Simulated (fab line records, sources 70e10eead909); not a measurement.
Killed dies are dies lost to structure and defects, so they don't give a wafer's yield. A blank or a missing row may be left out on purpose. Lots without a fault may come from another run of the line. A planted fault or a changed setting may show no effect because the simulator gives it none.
fab line records | flow nand_harc
record lots=6 wafers=18 last_day=34
route steps=1302 shown A_STAIRCASE@667 END@1302
lots that met no fault: from a run of the same line without faults
start_h: hours from the record's first day to the start of the lot's first wafer shown | wait_h: hours since the lot's step before | " the same as in the row above | L1.1+2: a row that stands for several wafers | - no value, or no start given | * or withheld: withheld | < > ~ a bound
route shown NAME@n: a module of which the file shows steps, and the number in the route of the first | usual: mean/standard deviation of fault-free wafers | same: alike in all rows | chamber/n: place in a boat | sites: the reading at each site | _std_site: their standard deviation | _edge_site: outer sites' mean less inner sites' | radius_mm: how far each site lies from the wafer's centre | mask NAME#n: copy n | behind: the tool/chamber that last shaped the wafer | hold: why the lot was held/for how many hours/how that ended | device: the transistor (n, p or np) that didn't switch | end of line: the same wafers' tests at the end of the route | a step without rows: its recipe alone | killed: dies lost to structure and defects at the first sort, not the wafer's yield | map: a wafer's dies, x killed, . not, _ none there
set.NAME: the setting as run; set.NAME@STEP: as run at that earlier step | model.NAME: the simulator's own value behind a step, which no gauge read
lots at some steps of the route; a table a step, a row a wafer
services: from which hour (start_h, from the record's first day; less than 0 if before it) a tool's chamber was out of use, for how many hours, and why
## steps
# step NHARC_A_STAIRCASE_DESCUM_11
# recipe time_s=3 o2_flow_sccm=200 ar_flow_sccm=0 bias_power_w=0 chemistry=O2
# usual drypump_motor_current_A=5.8/0.53 mfc_ar_sccm=0.011/0.014 oes_product_au=1.002/0.0088 rf_vpp_V=57.8/0.99 showerhead_plenum_p_Torr=1.91/0.097 throttle_valve_pct=11.312/0.0095
# columns lot.wafer tool chamber start_h wait_h drypump_motor_current_A mfc_ar_sccm oes_product_au rf_hours_counter_h rf_vpp_V showerhead_plenum_p_Torr throttle_valve_pct
L440.2 rie_diel-04 2 468.66 - 5.7 0.037 0.990 36 57.4 1.91 11.290
L440.4 " 3 " " 6.3 0 0.996 37 56.3 1.89 11.317
L440.5 " 0 " " 5.2 0.040 0.994 - 57.7 1.80 11.316
L441.4 rie_diel-11 2 482.06 - 5.5 0 0.995 12 57.8 1.77 11.323
L441.3 " 3 " " 5.8 0.013 1.005 12 60.1 2.07 11.312
L441.2 " 0 " " 6.4 0 0.987 12 56.9 1.88 11.313
L443.2 rie_diel-05 0 491.40 - 5.5 0.018 1.002 32 59.0 1.98 11.305
L443.1 " 1 " " 6.6 0 0.989 29 56.0 1.85 11.302
L443.4 " 2 " " 6.3 0.001 1.001 15 56.4 1.81 11.321
L445.1 rie_diel-04 2 511.97 - 5.7 0.037 0.992 48 58.2 1.91 11.301
L445.3 " 3 " " 6.3 0 1.005 47 58.2 1.89 11.325
L445.6 " 2 " " 5.7 0.037 0.988 - 58.9 1.91 11.316
L446.4 rie_diel-11 0 512.40 - 6.4 0 1.010 20 58.5 1.88 11.308
L446.6 " 3 " " 5.8 0.013 1.002 - 59.0 2.07 11.312
L446.5 " 0 " " 6.4 0 0.997 - 58.3 1.88 11.313
L451.1 rie_diel-05 1 592.65 - 6.7 0 1.010 0 57.4 1.84 11.302
L451.5 " 2 " " 6.3 0.001 1.011 - 58.1 1.80 11.308
L451.4 " 0 " " 5.5 0.018 1.016 - 57.0 1.97 11.324
# step NHARC_A_STAIRCASE_TRIM_12
# recipe time_s=211.2 o2_flow_sccm=500 ar_flow_sccm=0 bias_w=0 chemistry=O2
# step NHARC_A_STAIRCASE_ETCH_13
# recipe target_depth_a=1000 time_s=40.5 ion_energy_ev=400 c4f8_flow_sccm=20 o2_flow_sccm=10 ar_flow_sccm=withheld rf_w=600 bias_w=1000 chemistry=C4F8/O2
# usual oes_product_au=0.944/0.014 rf_vpp_V=895/5.9
# columns lot.wafer tool chamber start_h wait_h oes_product_au rf_hours_counter_h rf_vpp_V
L440.4 rie_diel-04 2 - - 0.933 36 897
L440.2 " 3 " " 0.940 37 895
L440.5 " 1 " " 0.958 - 902
L441.3 rie_diel-11 0 - - 0.952 12 894
L441.4 " 2 " " 0.946 12 887
L441.2 " 3 " " 0.937 12 905
L443.2 rie_diel-05 1 - - 0.920 29 891
L443.1 " 2 " " 0.936 15 890
L443.4 " 3 " " 0.932 28 905
L446.4 rie_diel-11 0 - - 0.948 20 894
L446.6 " 0 " " 0.943 - 893
L446.5 " 1 " " 0.930 - 899
L445.1 rie_diel-04 3 - - 0.918 47 894
L445.3 " 1 " " 0.936 50 904
L445.6 " 2 " " 0.911 - 896
L451.1 rie_diel-05 0 - - 0.942 0 898
L451.4 " 2 " " 0.948 0 891
L451.5 " 0 " " 0.945 - 900
# step NHARC_A_STAIRCASE_TRIM_14
# recipe time_s=211.2 o2_flow_sccm=500 ar_flow_sccm=0 bias_w=0 chemistry=O2
# step NHARC_A_STAIRCASE_ETCH_15
# recipe target_depth_a=1000 time_s=40.5 ion_energy_ev=400 c4f8_flow_sccm=20 o2_flow_sccm=10 ar_flow_sccm=withheld rf_w=600 bias_w=1000 chemistry=C4F8/O2
# usual oes_product_au=0.945/0.012 rf_vpp_V=896/6.2
# columns lot.wafer tool chamber start_h wait_h oes_product_au rf_hours_counter_h rf_vpp_V
L440.4 rie_diel-04 1 - - 0.957 36 903
L440.2 " 3 " " 0.939 37 895
L440.5 " 1 " " 0.962 - 905
L441.3 rie_diel-11 2 - - 0.950 12 885
L441.4 " 3 " " 0.951 12 906
L441.2 " 1 " " 0.934 12 899
L443.2 rie_diel-05 2 - - 0.947 16 889
L443.4 " 3 " " 0.942 28 905
L443.1 " 1 " " 0.939 29 891
L445.1 rie_diel-04 1 - - 0.933 50 904
L445.3 " 2 " " 0.915 48 896
L445.6 " 3 " " 0.927 - 895
L446.4 rie_diel-11 3 - - 0.970 19 905
L446.6 " 1 " " 0.946 - 900
L446.5 " 2 " " 0.947 - 888
L451.1 rie_diel-05 0 - - 0.947 0 900
L451.4 " 2 " " 0.952 0 888
L451.5 " 0 " " 0.952 - 899
# step NHARC_A_STAIRCASE_TRIM_16
# recipe time_s=211.2 o2_flow_sccm=500 ar_flow_sccm=0 bias_w=0 chemistry=O2
# usual chamber_pressure_mTorr=59.99/0.056 drypump_motor_current_A=5.8/0.53 mfc_ar_sccm=0.011/0.014 oes_product_au=1.002/0.01 rf_vpp_V=57.7/0.93 showerhead_plenum_p_Torr=3.51/0.17 throttle_valve_pct=17.036/0.0087
# same bias_w=0
# columns lot.wafer tool chamber start_h wait_h chamber_pressure_mTorr drypump_motor_current_A mfc_ar_sccm oes_product_au rf_hours_counter_h rf_vpp_V showerhead_plenum_p_Torr throttle_valve_pct
L440.4 rie_diel-04 1 - - 59.96 5.4 0 1.012 36 58.0 3.76 17.035
L440.2 " 3 " " 60.05 6.3 0 1.002 37 58.1 3.49 17.026
L440.5 " 0 " " 60.00 5.2 0.040 1.011 - 57.4 3.34 17.023
L441.3 rie_diel-11 2 - - 60.05 5.5 0 1.008 12 57.0 3.29 17.032
L441.4 " 3 " " 59.97 5.8 0.013 1.003 12 57.4 3.80 17.036
L441.2 " 1 " " 60.05 5.8 0.002 0.990 12 59.1 3.64 17.028
L443.2 rie_diel-05 2 - - 60.03 6.3 0.001 1.011 16 57.8 3.35 17.036
L443.4 " 3 " " 60.02 5.0 0.032 1.016 28 58.0 3.79 17.022
L443.1 " 0 " " 59.93 5.5 0.018 0.998 32 57.6 3.64 17.045
L445.1 rie_diel-04 0 - - 60.15 5.2 0.040 1.001 50 56.5 3.33 17.046
L445.3 " 1 " " 60.03 5.4 0 1.011 50 57.5 3.75 17.041
L445.6 " 2 " " 59.96 5.7 0.037 0.994 - 57.1 3.52 17.055
L446.4 rie_diel-11 2 - - 59.93 5.6 0 1.007 20 57.8 3.28 17.033
L446.5 " 0 " " 60.06 6.4 0 0.998 - 59.1 3.47 17.047
L446.6 " 1 " " 59.99 5.8 0.002 0.988 - 56.4 3.63 17.030
L451.1 rie_diel-05 1 - - 60.01 6.7 0 0.991 0 56.7 3.40 17.027
L451.4 " 2 " " 59.97 6.3 0.001 1.009 0 56.3 3.34 17.026
L451.5 " 3 " " 60.06 5.0 0.032 1.003 - 56.8 3.78 17.045
# step NHARC_A_STAIRCASE_ETCH_17
# recipe target_depth_a=1000 time_s=40.5 ion_energy_ev=400 c4f8_flow_sccm=20 o2_flow_sccm=10 ar_flow_sccm=withheld rf_w=600 bias_w=1000 chemistry=C4F8/O2
# step NHARC_A_STAIRCASE_TRIM_18
# recipe time_s=211.2 o2_flow_sccm=500 ar_flow_sccm=0 bias_w=0 chemistry=O2
# step NHARC_A_STAIRCASE_ETCH_19
# recipe target_depth_a=1000 time_s=40.5 ion_energy_ev=400 c4f8_flow_sccm=20 o2_flow_sccm=10 ar_flow_sccm=withheld rf_w=600 bias_w=1000 chemistry=C4F8/O2
# usual oes_product_au=0.946/0.01 rf_vpp_V=896/6.2
# columns lot.wafer tool chamber start_h wait_h oes_product_au rf_hours_counter_h rf_vpp_V
L440.4 rie_diel-04 2 - - 0.927 36 896
L440.2 " 3 " " 0.926 37 895
L440.5 " 2 " " 0.944 - 896
L441.3 rie_diel-11 2 - - 0.956 12 888
L441.2 " 3 " " 0.947 12 905
L441.4 " 1 " " 0.934 12 901
L443.4 rie_diel-05 3 - - 0.947 29 905
L443.2 " 1 " " 0.936 30 893
L443.1 " 2 " " 0.960 16 890
L445.3 rie_diel-04 0 - - 0.955 50 889
L445.1 " 1 " " 0.944 50 903
L445.6 " 1 " " 0.942 - 904
L446.4 rie_diel-11 3 - - 0.961 19 906
L446.6 " 2 " " 0.968 - 889
L446.5 " 3 " " 0.962 - 905
L451.4 rie_diel-05 0 - - 0.956 1 901
L451.1 " 1 " " 0.940 0 892
L451.5 " 0 " " 0.951 - 900
# step NHARC_A_STAIRCASE_TRIM_20
# recipe time_s=211.2 o2_flow_sccm=500 ar_flow_sccm=0 bias_w=0 chemistry=O2
# step NHARC_A_STAIRCASE_ETCH_21
# recipe target_depth_a=1000 time_s=40.5 ion_energy_ev=400 c4f8_flow_sccm=20 o2_flow_sccm=10 ar_flow_sccm=withheld rf_w=600 bias_w=1000 chemistry=C4F8/O2
# step NHARC_A_STAIRCASE_TRIM_22
# recipe time_s=211.2 o2_flow_sccm=500 ar_flow_sccm=0 bias_w=0 chemistry=O2
# usual bias_w=0/0 chamber_pressure_mTorr=60.00/0.052 drypump_motor_current_A=5.9/0.48 mfc_ar_sccm=0.010/0.014 oes_product_au=1.001/0.0094 rf_vpp_V=57.8/0.95 showerhead_plenum_p_Torr=3.51/0.17 throttle_valve_pct=17.037/0.0087
# columns lot.wafer tool chamber start_h wait_h bias_w chamber_pressure_mTorr drypump_motor_current_A mfc_ar_sccm oes_product_au rf_hours_counter_h rf_vpp_V showerhead_plenum_p_Torr throttle_valve_pct
L440.4 rie_diel-11 1 470.04 - - - - - - - - - -
L440.2 " 2 " " - - - - - - - - -
L440.5 " 1 " " - - - - - - - - -
L441.2 rie_diel-04 3 483.44 - - - - - - - - - -
L441.3 " 0 " " - - - - - - - - -
L441.4 " 1 " " - - - - - - - - -
L443.1 rie_diel-11 0 493.01 - 0 60.00 6.4 0 0.996 15 58.7 3.47 17.025
L443.4 " 1 " " 0 60.05 5.8 0.002 0.989 15 59.4 3.63 17.043
L443.2 " 3 " " 0 60.02 5.8 0.013 1.003 15 58.2 3.80 17.033
L445.3 rie_diel-11 0 513.80 - 0 59.96 6.4 0 0.994 20 58.5 3.47 17.047
L445.1 " 1 " " 0 60.02 5.8 0.002 0.995 21 57.8 3.63 17.030
L445.6 " 3 " " 0 60.00 5.8 0.013 1.010 - 58.1 3.80 17.027
L446.4 rie_diel-04 2 514.21 - 0 59.95 5.7 0.037 0.980 49 57.3 3.52 17.033
L446.5 " 3 " " 0 60.06 6.2 0 1.006 - 57.3 3.49 17.041
L446.6 " 0 " " 0 59.89 5.2 0.040 1.008 - 56.7 3.33 17.035
L451.1 rie_diel-04 1 594.08 - 0 59.96 5.4 0 1.009 19 58.4 3.73 17.051
L451.4 " 0 " " 0 59.95 5.2 0.040 1.000 7 56.5 3.32 17.037
L451.5 " 1 " " 0 59.89 5.4 0 1.007 - 57.9 3.73 17.035
# step NHARC_A_STAIRCASE_ETCH_23
# recipe target_depth_a=1000 time_s=40.5 ion_energy_ev=400 c4f8_flow_sccm=20 o2_flow_sccm=10 ar_flow_sccm=withheld rf_w=600 bias_w=1000 chemistry=C4F8/O2
# step NHARC_END_SORT_01
# recipe temp_c=25
# usual killed_at_array=64/16 killed_at_other=1.0/1.1 killed_at_periphery=3.5/2.3 killed_dies=69/17 killed_open=3.2/1.6 killed_short=2.4/1.6
# same gross_dies=677
# columns lot.wafer tool chamber start_h wait_h killed_at_array killed_at_other killed_at_periphery killed_dies killed_open killed_short
L440.2 prober-01 0 675.18 2.8 675 0 2 677 5 6
L440.4 prober-01 0 676.80 3.4 669 1 7 677 5 2
L440.5 prober-01 0 677.61 3.7 675 1 1 677 3 4
L441.2 prober-01 0 699.99 2.8 675 0 2 677 3 3
L441.3 prober-01 0 700.80 3.1 674 0 3 677 3 6
L441.4 prober-01 0 701.60 3.4 673 2 2 677 3 4
L443.1 prober-02 0 707.01 2.5 34 0 9 43 1 2
L443.2 prober-02 0 707.80 2.8 38 0 8 46 4 0
L443.4 prober-02 0 709.39 3.4 47 2 5 54 1 2
L445.1 prober-02 0 724.38 2.5 70 0 6 76 4 5
L445.3 prober-02 0 726.00 3.1 78 0 7 85 4 3
# killed by level:class
L440.2 A_STAIRCASE:area_trim=624 A_SLIT:chamber_film_flake=25 A_CHANNEL_HOLE_D1:chamber_film_flake=7 A_SOURCE_PLATE:geometric_particle:short=3 A_ONON_D2:geometric_particle:open=3 A_CONTACT:chamber_film_flake=3 A_CHANNEL_FILL_D2:chamber_film_flake=2 A_CHANNEL_HOLE_D1:geometric_particle:short=1
L440.4 A_STAIRCASE:area_trim=618 A_SLIT:chamber_film_flake=27 A_CHANNEL_HOLE_D1:chamber_film_flake=8 A_CONTACT:chamber_film_flake=5 A_WL_FILL:chamber_film_flake=4 A_ONON_D2:geometric_particle:open=3 P_GATE:chamber_film_flake=3 A_SGD_CUT:geometric_particle:short=2
L440.5 A_STAIRCASE:area_trim=626 A_SLIT:chamber_film_flake=29 A_CHANNEL_HOLE_D1:chamber_film_flake=7 A_CONTACT:chamber_film_flake=4 A_WL_FILL:geometric_particle:short=2 A_WL_FILL:chamber_film_flake=2 A_CHANNEL_FILL_D1:geometric_particle:open=1 A_ONON_D2:geometric_particle:open=1
L441.2 A_STAIRCASE:area_trim=625 A_CHANNEL_HOLE_D2:chamber_film_flake=24 A_CHANNEL_HOLE_D1:chamber_film_flake=9 A_CONTACT:chamber_film_flake=5 A_CHANNEL_FILL_D1:chamber_film_flake=2 A_DECK1_JOINT:chamber_film_flake=2 A_SLIT:chamber_film_flake=2 P_M0:geometric_particle:open=1
L441.3 A_STAIRCASE:area_trim=614 A_CHANNEL_HOLE_D2:chamber_film_flake=25 A_CHANNEL_HOLE_D1:chamber_film_flake=12 A_CONTACT:chamber_film_flake=10 A_DECK1_JOINT:geometric_particle:short=3 A_STAIRCASE:chamber_film_flake=3 P_GATE:geometric_particle:short=1 P_M0:geometric_particle:open=1
L441.4 A_STAIRCASE:area_trim=623 A_CHANNEL_HOLE_D2:chamber_film_flake=27 A_CONTACT:chamber_film_flake=6 A_CHANNEL_HOLE_D1:chamber_film_flake=5 A_WL_FILL:geometric_particle:short=2 A_DECK1_JOINT:chamber_film_flake=2 A_SLIT:chamber_film_flake=2 A_M0:chamber_film_flake=2
L443.1 A_CHANNEL_HOLE_D2:chamber_film_flake=22 P_BONDPAD:chamber_film_flake=5 A_CHANNEL_HOLE_D1:chamber_film_flake=5 P_M0:chamber_film_flake=4 A_CHANNEL_FILL_D1:chamber_film_flake=2 A_STAIRCASE:chamber_film_flake=2 A_ONON_D2:geometric_particle:short=1 A_CHANNEL_FILL_D2:geometric_particle:open=1
L443.2 A_CHANNEL_HOLE_D2:chamber_film_flake=20 A_CHANNEL_HOLE_D1:chamber_film_flake=7 A_SLIT:chamber_film_flake=6 P_BONDPAD:chamber_film_flake=5 A_WL_FILL:geometric_particle:open=2 P_M0:chamber_film_flake=2 A_DECK1_JOINT:geometric_particle:open=1 A_M0:geometric_particle:open=1
L443.4 A_CHANNEL_HOLE_D2:chamber_film_flake=26 A_CHANNEL_HOLE_D1:chamber_film_flake=12 A_SLIT:chamber_film_flake=4 P_M0:chamber_film_flake=3 THIN_TSV:chamber_film_flake=2 A_ONON_D1:geometric_particle:short=1 A_ONON_D2:geometric_particle:short=1 A_ONON_D2:geometric_particle:open=1
L445.1 A_SLIT:chamber_film_flake=23 A_CHANNEL_HOLE_D2:chamber_film_flake=18 A_CHANNEL_HOLE_D1:chamber_film_flake=9 P_CONTACT:chamber_film_flake=4 A_DECK1_JOINT:chamber_film_flake=4 A_STAIRCASE:chamber_film_flake=3 A_ONON_D1:geometric_particle:open=2 A_BONDPAD:chamber_film_flake=2
L445.3 A_CHANNEL_HOLE_D2:chamber_film_flake=31 A_SLIT:chamber_film_flake=29 A_CHANNEL_HOLE_D1:chamber_film_flake=6 A_STAIRCASE:chamber_film_flake=3 A_BONDPAD:chamber_film_flake=3 P_STI:chamber_film_flake=2 P_CONTACT:chamber_film_flake=2 A_CONTACT:chamber_film_flake=2
# map L440.2 (x killed, . not)
____________x____________
_________xxxxxxx_________
_______xxxxxxxxxxx_______
______xxxxxxxxxxxxx______
_____xxxxxxxxxxxxxxx_____
____xxxxxxxxxxxxxxxxx____
____xxxxxxxxxxxxxxxxx____
___xxxxxxxxxxxxxxxxxxx___
___xxxxxxxxxxxxxxxxxxx___
__xxxxxxxxxxxxxxxxxxxxx__
__xxxxxxxxxxxxxxxxxxxxx__
_xxxxxxxxxxxxxxxxxxxxxxx_
_xxxxxxxxxxxxxxxxxxxxxxx_
_xxxxxxxxxxxxxxxxxxxxxxx_
_xxxxxxxxxxxxxxxxxxxxxxx_
_xxxxxxxxxxxxxxxxxxxxxxx_
xxxxxxxxxxxxxxxxxxxxxxxxx
xxxxxxxxxxxxxxxxxxxxxxxxx
xxxxxxxxxxxxxxxxxxxxxxxxx
xxxxxxxxxxxxxxxxxxxxxxxxx
xxxxxxxxxxxxxxxxxxxxxxxxx
_xxxxxxxxxxxxxxxxxxxxxxx_
_xxxxxxxxxxxxxxxxxxxxxxx_
_xxxxxxxxxxxxxxxxxxxxxxx_
_xxxxxxxxxxxxxxxxxxxxxxx_
_xxxxxxxxxxxxxxxxxxxxxxx_
__xxxxxxxxxxxxxxxxxxxxx__
__xxxxxxxxxxxxxxxxxxxxx__
___xxxxxxxxxxxxxxxxxxx___
___xxxxxxxxxxxxxxxxxxx___
____xxxxxxxxxxxxxxxxx____
____xxxxxxxxxxxxxxxxx____
_____xxxxxxxxxxxxxxx_____
______xxxxxxxxxxxxx______
_______xxxxxxxxxxx_______
_________xxxxxxx_________
____________x____________
# map L441.2 (x killed, . not)
____________x____________
_________xxxxxxx_________
_______xxxxxxxxxxx_______
______xxxxxxxxxxxxx______
_____xxxxxxxxxxxxxxx_____
____xxxxxxxxxxxxxxxxx____
____xxxxxxxxxxxxxxxxx____
___xxxxxxxxxxxxxxxxxxx___
___xxxxxxxxxxxxxxxxxxx___
__xxxxxxxxxxxxxxxxxxxxx__
__xxxxxxxxxxxxxxxxxxxxx__
_xxxxxxxxxxxxxxxxxxxxxxx_
_xxxxxxxxxxxxxxxxxxxxxxx_
_xxxxxxxxxxxxxxxxxxxxxxx_
_xxxxxxxxxxxxxxxxxxxxxxx_
_xxxxxxxxxxxxxxxxxxxxxxx_
xxxxxxxxxxxxxxxxxxxxxxxxx
xxxxxxxxxxxxxxxxxxxxxxxxx
xxxxxxxxxxxxxxxxxxxxxxxxx
xxxxxxxxxxxxxxxxxxxxxxxxx
xxxxxxxxxxxxxxxxxxxxxxxxx
_xxxxxxxxxxxxxxxxxxxxxxx_
_xxxxxxxxxxxxxxxxxxxxxxx_
_xxxxxxxxxxxxxxxxxxxxxxx_
_xxxxxxxxxxxxxxxxxxxxxxx_
_xxxxxxxxxxxxxxxxxxxxxxx_
__xxxxxxxxxxxxxxxxxxxxx__
__xxxxxxxxxxxxxxxxxxxxx__
___xxxxxxxxxxxxxxxxxxx___
___xxxxxxxxxxxxxxxxxxx___
____xxxxxxxxxxxxxxxxx____
____xxxxxxxxxxxxxxxxx____
_____xxxxxxxxxxxxxxx_____
______xxxxxxxxxxxxx______
_______xxxxxxxxxxx_______
_________xxxxxxx_________
____________x____________
## services
# columns tool chamber start_h hours kind
rie_diel-05 2 452.12 16.0 repair
rie_diel-04 0 462.61 - clean
rie_diel-04 1 462.61 - clean
rie_diel-04 2 462.61 - clean
rie_diel-04 3 462.61 - clean
rie_diel-11 0 466.17 - clean
rie_diel-11 1 466.17 - clean
rie_diel-11 2 466.17 - clean
rie_diel-11 3 466.17 - clean
rie_diel-04 0 488.11 - clean
rie_diel-04 1 488.11 - clean
rie_diel-04 2 488.11 - clean
rie_diel-04 3 488.11 - clean
rie_diel-11 0 490.69 - clean
rie_diel-11 1 490.69 - clean
rie_diel-11 2 490.69 - clean
rie_diel-11 3 490.69 - clean
rie_diel-04 0 512.64 - clean
rie_diel-04 1 512.64 - clean
rie_diel-04 2 512.64 - clean
rie_diel-04 3 512.64 - clean
rie_diel-04 0 518.99 65.0 repair
rie_diel-04 - 533.58 9.0 pm
rie_diel-05 - 583.65 9.0 pm
## key
first_sign step=NHARC_A_STAIRCASE_TRIM_22 reading=tool_record direction=missing
effect step=NHARC_END_SORT_01 reading=killed_at_array direction=up sigmas=37 usual=64 struck=674
more_kills_born_at NHARC_A_STAIRCASE_TRIM_22@rie_diel-11=1868 NHARC_A_STAIRCASE_TRIM_22@rie_diel-04=1863
met_at NHARC_A_STAIRCASE_TRIM_22
struck_wafers L440.2,L440.4,L440.5,L441.2,L441.3,L441.4
later_rows_left_out L440.2,L440.4,L440.5,L441.2,L441.3,L441.4
tester_left_out L440,L441
fault kind=skipped_step_whole tool=rie_diel-04,rie_diel-11 chamber=- onset_h=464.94 steps=NHARC_A_STAIRCASE_TRIM_22 scope=struck_lots_only
# tester_left_out: of these lots the tester's yield and bins aren't shown, on N5 and GAA mostly nor the transistor test; their killed dies are dies lost to structure and defects alone, not to doping, threshold or leakage, so they don't give the yield
# later_rows_left_out: the simulator's readings of these wafers behind a module that went badly wrong aren't trusted and aren't shown, but for the sort
